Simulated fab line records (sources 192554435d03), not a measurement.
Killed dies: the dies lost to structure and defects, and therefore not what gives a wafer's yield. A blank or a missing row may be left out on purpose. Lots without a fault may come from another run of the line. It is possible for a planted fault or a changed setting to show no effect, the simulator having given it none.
2 desks looking at one fault + flow n5Finfet + what lay behind the numbers comes last; until then each desk has only its own

## TOOL OWNER'S DESK, pecvd-04
The tool's own readings at N5_BEOL_M9_DEP_56 (deposits SiCN from 3MS/NH3, target thk 15 nm, time 26.5 s): means of the sampled wafers that have a number, for each lot that ran on this tool. A lot is out of limits, marked OUT, if its mean lies more than 4 standard deviations from the usual mean; the brackets give that distance.
Columns: A = rfFwdPowerW at N5_BEOL_M9_DEP_56, usual 199.9 W; B = showerheadPlenumPTorr at N5_BEOL_M9_DEP_56, usual 3.663 Torr; C = throttleValvePct at N5_BEOL_M9_DEP_56, usual 8.9 %
| lot  | first seen here | A     | B     | C   |
|------|-----------------|-------|-------|-----|
| L296 | day 11 13:58    | 200.1 | 3.676 | 8.1 |
| L308 | day 14 05:04    | 199.1 | 3.670 | 8.2 |
| L306 | day 14 12:57    | 199.1 | 3.672 | 8.2 |
| L309 | day 14 17:08    | 199.9 | 3.669 | 8.2 |
Result from this desk: across the 4 lots, nothing is out of limits.

## THE METROLOGY DESK
Lot by lot, what the gauges showed, no matter which tool ran the lot: averages of those sampled wafers that carry a number. A lot is out of limits, marked OUT, if its mean lies more than 4 standard deviations from the usual mean; the brackets give that distance.
Columns: A = M9_THK at N5_BEOL_M9_THK_MEAS_53, usual 138.6 nm; B = M9_RS at N5_BEOL_M9_RS_MEAS_57, usual 0.151 ohm/sq
| lot  | first seen here | A     | B     |
|------|-----------------|-------|-------|
| L290 | day 10 08:03    | 141.3 | 0.148 |
| L296 | day 11 13:54    | 138.4 | 0.152 |
| L308 | day 14 04:59    | 137.5 | 0.154 |
| L306 | day 14 12:53    | 137.9 | 0.151 |
| L309 | day 14 17:04    | 141.4 | 0.148 |
| L311 | day 15 17:57    | 139.3 | 0.149 |
| L312 | day 16 06:34    | 139.5 | 0.149 |
Result from this desk: across the 7 lots, nothing is out of limits.

## PUT TOGETHER
The desk of the tool owner found nothing out of limits.
From the metrology desk's view, nothing was out of limits.

## WHAT WAS PUT IN BY THE SIMULATOR
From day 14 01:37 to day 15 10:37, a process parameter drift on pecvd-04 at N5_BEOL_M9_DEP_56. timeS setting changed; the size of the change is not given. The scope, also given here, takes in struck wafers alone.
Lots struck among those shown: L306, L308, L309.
